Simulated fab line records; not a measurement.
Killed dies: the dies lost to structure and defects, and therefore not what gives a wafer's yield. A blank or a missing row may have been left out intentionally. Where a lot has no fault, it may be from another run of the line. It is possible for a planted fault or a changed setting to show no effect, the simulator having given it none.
A lot that was struck, set against a sound lot -- flow n5_finfet -- 22 steps out of a route of 1938
Sound: the wafers L683.2, L683.3, L683.6. Wafers struck: L690.1, L690.3, L690.4. The cause comes at the end.
At each step with rows: each side's tool, then ch and its chambers, then its first start. Under that, the readings that differ: sound wafers -- struck wafers -- difference of the means -- sigmas: that difference in standard deviations of wafers without a fault.
alike: readings with means less than 2 such deviations apart, plus words and numbers identical on both sides. not compared: withheld readings, readings lacking a value on some wafer, bounds such as >300 that could conceal the same value, and numbers that have no deviation in the record and whose values overlap.
A row with sigmas, a row that says differs or no value, or rows on one side alone: a step with any of these is where the two part. When numbers do not overlap yet have no deviation, they are printed without sigmas and do not part them. Lack of a reading on every wafer of one side parts them only where that side has two or more wafers.

first, 3 steps without rows for these wafers: N5_BEOL_M4_ANNEAL_87 (time 240 s); N5_BEOL_M4_SPUTTER_88 (material Cu, target thk 4.5 nm, time 8.29 s); N5_BEOL_M4_ANNEAL_89 (time 240 s).
N5_BEOL_M4_SPUTTER_90: material Cu, target thk 4.5 nm, time 8.29 s.
  sound on pvd_sputter-02, day 12 10:55; struck on pvd_sputter-01, day 13 18:58
  alike: throttle_valve_pct
N5_BEOL_M4_ANNEAL_91: time 240 s.
  sound on pvd_sputter-02, day 12 11:00; struck on pvd_sputter-01, day 13 19:03
  alike: heater_power_w
then, 1 step without rows for these wafers: N5_BEOL_M4_SPUTTER_92 (material Cu, target thk 4.5 nm, time 8.29 s).
N5_BEOL_M4_ANNEAL_93: time 240 s.
  sound on pvd_sputter-02, day 12 11:13; struck on pvd_sputter-01, day 13 19:16
  alike: heater_power_w
then, 4 steps without rows for these wafers: N5_BEOL_M4_SPUTTER_94 (material Cu, target thk 4.5 nm, time 8.29 s); N5_BEOL_M4_ANNEAL_95 (time 240 s); N5_BEOL_M4_SPUTTER_96 (material Cu, target thk 4.5 nm, time 8.29 s); N5_BEOL_M4_ECD_50 (material Cu, target thk 300 nm).
N5_BEOL_M4_ANNEAL_51: time 90 s.
  sound on rtp_anneal-01 ch 0, day 12 11:50; struck on rtp_anneal-01 ch 0, day 13 19:49
  alike: wafer_temp_C_max
N5_BEOL_M4_CMP_52: polishes, stops on SiOC, t overpolish 6.8 s, target thk 40 nm.
  sound on cmp-01 ch 0,3, day 12 12:05; struck on cmp-03 ch 0,1,3, day 13 20:14
  no value came back on the struck wafers for any of 6 readings (barrier_field_endpoint_s (s), clearing_platen_down_force_psi (psi) and others); on the sound wafers barrier_field_endpoint_s (s) reads 25.1 24.5 24.2
reading,sound,struck,difference,sigmas
model.Cu_of_BEOL_M4_ECD_50.thk_nm (nm),39.2 40.4 39.8,302.2 300.2 298.4,+260.5,
model.SiO2_of_BEOL_M4_PECVD_72.thk_nm (nm),0 0 0,15.6 15.6 16.2,+15.8,
  not compared: model.SiOC_of_BEOL_M4_ILD_DEP_00.thk_nm
N5_BEOL_M4_THK_MEAS_53: measures by xrf.
  sound on film_metro-01, day 12 12:22; struck on film_metro-02, day 13 20:31
reading,sound,struck,difference,sigmas
M4_THK (nm),38.8 40.0 39.3,305.3 303.6 301.6,+264.1,+99 or more
N5_BEOL_M4_PRE_CLEAN_60: time 15 s.
  sound on cvd_co-02 ch 0,1,2, day 12 12:25; struck on cvd_co-01 ch 0,1,2, day 13 20:34
  alike: heater_power_w
then, 3 steps without rows for these wafers: N5_BEOL_M4_CO_CAP_55 (material Co, precursor CCTBA/H2, target thk 2 nm, time 102.1 s); N5_BEOL_M4_PRE_CLEAN_56 (time 15 s); N5_BEOL_M4_DEP_57 (deposits SiCN from 3MS/NH3, target thk 8 nm, time 14 s).
N5_BEOL_M4_RS_MEAS_58: the measuring method here is four-point-probe.
  sound on film_metro-01, day 12 12:38; struck on film_metro-02, day 13 20:49
reading,sound,struck,difference,sigmas
M4_RS (ohm/sq),0.69 0.66 0.67,0.06 0.06 0.06,-0.61,-15
N5_BEOL_M4_INSPECT_59: inspects for defects (darkfield).
  sound on defect_inspect-02, day 12 12:40; struck on defect_inspect-01, day 13 20:50
reading,sound,struck,difference,sigmas
raw_defect_count,46 83 39,5041 5009 4989,+4957,+99 or more
N5_BEOL_M4_RC_MEAS_101:
  the record has rows for the sound wafers here (prober-01 ch 0, day 12 12:50) and none for the struck ones
-- a jump in the record: the struck wafers' starts before and after are 4 days apart (it breaks off in module BEOL_M4 and resumes in module PASSIVATION, where the first step shown is number 1936 of the route) --
N5_PASSIVATION_PROBE_49:
  sound on prober-01, day 16 17:59; struck on prober-01, day 18 06:04
reading,sound,struck,difference,sigmas
defect_limited_yield (%),89.9 92.5 93.1,0 0 0,-92,-66
killed_at_M4_up,14 13 10,1076 1073 1071,+1061,+99 or more
killed_dies,119 89 81,1180 1180 1180,+1084,+68
killed_on_rim,13 16 8,152 152 152,+140,+33
sort_n_pass,1061 1091 1099,0 0 0,-1084,-47
  alike: killed_at_M0_to_M3, killed_at_contacts, killed_at_front_end, killed_at_other, killed_open, killed_short, sort_bin_5_function, sort_bin_6_memory, sort_bin_8_speed

WHERE THEY PART
Earliest at N5_BEOL_M4_CMP_52; latest, in this record, at N5_PASSIVATION_PROBE_49.

WHY: what had been put in by the simulator
Entire step skipped (cmp-03, N5_BEOL_M4_CMP_52), from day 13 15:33 onward. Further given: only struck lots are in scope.
